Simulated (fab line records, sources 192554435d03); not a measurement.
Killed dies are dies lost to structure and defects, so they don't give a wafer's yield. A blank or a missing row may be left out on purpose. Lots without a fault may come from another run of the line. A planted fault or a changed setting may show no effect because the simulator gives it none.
A struck lot beside a sound one | flow n5_finfet | 37 steps out of a route of 1938
Sound: wafers L101.2, L101.3, L101.6. Struck: wafers L106.1, L106.4. (L106.2 of the same lot was not struck and is left out.) The cause comes at the end.
At each step with rows: each side's tool, then ch and its chambers, then its first start. Under that, the readings that differ: sound wafers | struck wafers | difference of the means | sigmas: that difference in standard deviations of wafers without a fault.
alike: readings whose means differ by less than 2 such deviations, and words and numbers that are the same on both sides. not compared: withheld readings, readings that some wafer has no value for, bounds like >300 that may hide the same value, and numbers for which the record gives no deviation and whose values overlap.
The two part at a step that has a row with sigmas, a row that says differs or no value, or rows on one side only. Numbers that don't overlap but have no deviation are shown without sigmas and don't part them. A reading that every wafer of one side lacks parts them only if that side has two wafers or more.

first, 9 steps without rows for these wafers: N5_WELL_APT_DESCUM_30 (chemistry O2, time 7.9 s); N5_WELL_APT_IMPLANT_31; N5_WELL_APT_IMPLANT_32; N5_WELL_APT_STRIP_33 (strips in SPM, time 900 s); N5_WELL_APT_RTA_34 (time 10 s); N5_WELL_APT_OXIDE_STRIP_42 (strips SiO2 in dHF, time 45 s, target depth 12 nm); N5_WELL_APT_PRECLEAN_36 (cleans in O3/DIW, time 45 s); N5_WELL_APT_PRECLEAN_39 (cleans in dHF, time 60 s); N5_WELL_APT_SRD_37 (time 30 s).
N5_WELL_APT_EPI_41: deposits Si from SiH4/H2, target thk 50 nm, time 297.7 s.
  sound on epi_rpcvd-04 ch 0, day 3 04:28; struck on epi_rpcvd-03 ch 0, day 4 10:04
  reading                                 | sound             | struck      | difference | sigmas
  throttle_valve_pct (%)                  | 10.5 11.1 10.5    | 11.7 11.7   | +1.0       | +2
  model.Si_of_WELL_APT_EPI_41.thk_nm (nm) | 49.84 49.28 48.98 | 57.82 57.35 | +8.22      |
then, 24 steps without rows for these wafers: N5_PMOS_HMC_CHANNEL_EPI_HM_DEP_34 (deposits SiO2 from TEOS/O2, target thk 36 nm, time 6.9 s); N5_PMOS_HMC_CHANNEL_EPI_COAT_31 (time 60 s, resist thk 66 nm); N5_PMOS_HMC_CHANNEL_EPI_COAT_03 (resist thk 205 nm); N5_PMOS_HMC_CHANNEL_EPI_EBR_05; N5_PMOS_HMC_CHANNEL_EPI_SOFTBAKE_04 (time 60 s); N5_PMOS_HMC_CHANNEL_EPI_EXPOSE_06 (exposes mask PMOS HMC BLK, target cd 240 nm); N5_PMOS_HMC_CHANNEL_EPI_PEB_07 (peb time 60 s); N5_PMOS_HMC_CHANNEL_EPI_DEVELOP_08 (develop time 30 s); N5_PMOS_HMC_CHANNEL_EPI_DESCUM_14 (chemistry O2, time 7.9 s); N5_PMOS_HMC_CHANNEL_EPI_ETCH_32 (etches BARC in N2/H2, stops on SiO2, target depth 85.8 nm, time 50.3 s); N5_PMOS_HMC_CHANNEL_EPI_HM_OPEN_15 (chemistry CHF3/O2, target SiO2, target depth 40.6 nm, time 20.3 s); N5_PMOS_HMC_CHANNEL_EPI_STRIP_33 (strips in N2/H2); N5_PMOS_HMC_CHANNEL_EPI_STRIP_17 (strips in SPM, time 750 s); N5_PMOS_HMC_CHANNEL_EPI_ETCH_38 (etches SiO2 in CF4, target depth 1.5 nm); N5_PMOS_HMC_CHANNEL_EPI_FIN_RECESS_16 (chemistry HBr/Cl2, target Si, target depth 54 nm, time 18 s); N5_PMOS_HMC_CHANNEL_EPI_PRECLEAN_36 (cleans in O3/DIW, time 45 s); N5_PMOS_HMC_CHANNEL_EPI_PRECLEAN_18 (cleans in DHF, time 30 s); N5_PMOS_HMC_CHANNEL_EPI_SRD_19 (time 30 s); N5_PMOS_HMC_CHANNEL_EPI_EPI_20 (deposits SiGe30, target thk 59 nm); N5_PMOS_HMC_CHANNEL_EPI_HM_STRIP_35 (strips SiO2 in dHF, material SiO2, target depth 39.6 nm, time 216 s); N5_PMOS_HMC_CHANNEL_EPI_SRD_39 (time 30 s); N5_PMOS_HMC_CHANNEL_EPI_CMP_21 (polishes SiGe30, target thk 54 nm); N5_PMOS_HMC_CHANNEL_EPI_PRECLEAN_40 (cleans in DHF, time 30 s); N5_PMOS_HMC_CHANNEL_EPI_PRECLEAN_37 (cleans in O3/DIW, time 45 s).
N5_SD_EPI_N_STRIP_18: strips in SPM, time 750 s.
  sound on wet_bench-04 ch 3,4,6, day 4 16:43; struck on wet_bench-04 ch 3,7, day 5 18:22
  reading                                 | sound   | struck    | difference | sigmas
  model.Si_of_WELL_APT_EPI_41.thk_nm (nm) | 7.6 8 8 | 15.6 15.4 | +7.6       |
  alike: bath_guard_temp_C
-- the record jumps here: 5 days lie between the struck wafers' starts before and after (it left off in module SD_EPI_N and takes up again in module BEOL_M4, whose first step shown is number 1111 of the route) --
N5_BEOL_M4_RC_MEAS_101:
  sound on prober-01 ch 0, day 9 10:38; struck on prober-01 ch 0, day 10 11:28
  reading           | sound             | struck      | difference | sigmas
  CJ_N              | 4.44 4.37 4.33    | 3.40 3.36   | -1.00      | -12
  CJ_P              | 5.82 5.97 5.92    | 4.88 5.28   | -0.82      | -5
  IOFF_N (nA/um)    | 0.153 0.168 0.128 | 0.191 0.222 | +0.057     | +2
  ION_N (uA/um)     | 673 680 661       | 689 713     | +30        | +2
  ION_P (uA/um)     | 460 460 454       | 464 488     | +18        | +2
  RS_PWELL (ohm/sq) | 3019 3011 3027    | 2876 2901   | -130       | -7
  VT_N (mV)         | 252.8 250.7 255.9 | 245.9 244.4 | -8.0       | -3
  alike: DIBL_N, DIBL_P, IOFF_P, SS_N, SS_P, VT_P
-- the record jumps here: 5 days lie between the struck wafers' starts before and after (it left off in module BEOL_M4 and takes up again in module PASSIVATION, whose first step shown is number 1936 of the route) --
N5_PASSIVATION_PROBE_49:
  sound on prober-02, day 14 02:35; struck on prober-01, day 14 23:45
  reading            | sound    | struck | difference | sigmas
  killed_at_M0_to_M3 | 37 19 25 | 55 50  | +26        | +2
  alike: defect_limited_yield, killed_at_M4_up, killed_at_contacts, killed_at_front_end, killed_at_other, killed_dies, killed_open, killed_short, sort_bin_5_function, sort_bin_6_memory, sort_bin_8_speed, sort_n_pass, sort_yield_pct
  not compared: sort_bin_4_leakage

WHERE THEY PART
First at N5_WELL_APT_EPI_41; last, within this record, at N5_PASSIVATION_PROBE_49.

WHY: what the simulator had put in
Process parameter drift: epi_rpcvd-03, from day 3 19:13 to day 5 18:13, at N5_WELL_APT_EPI_41. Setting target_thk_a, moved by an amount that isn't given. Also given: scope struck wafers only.
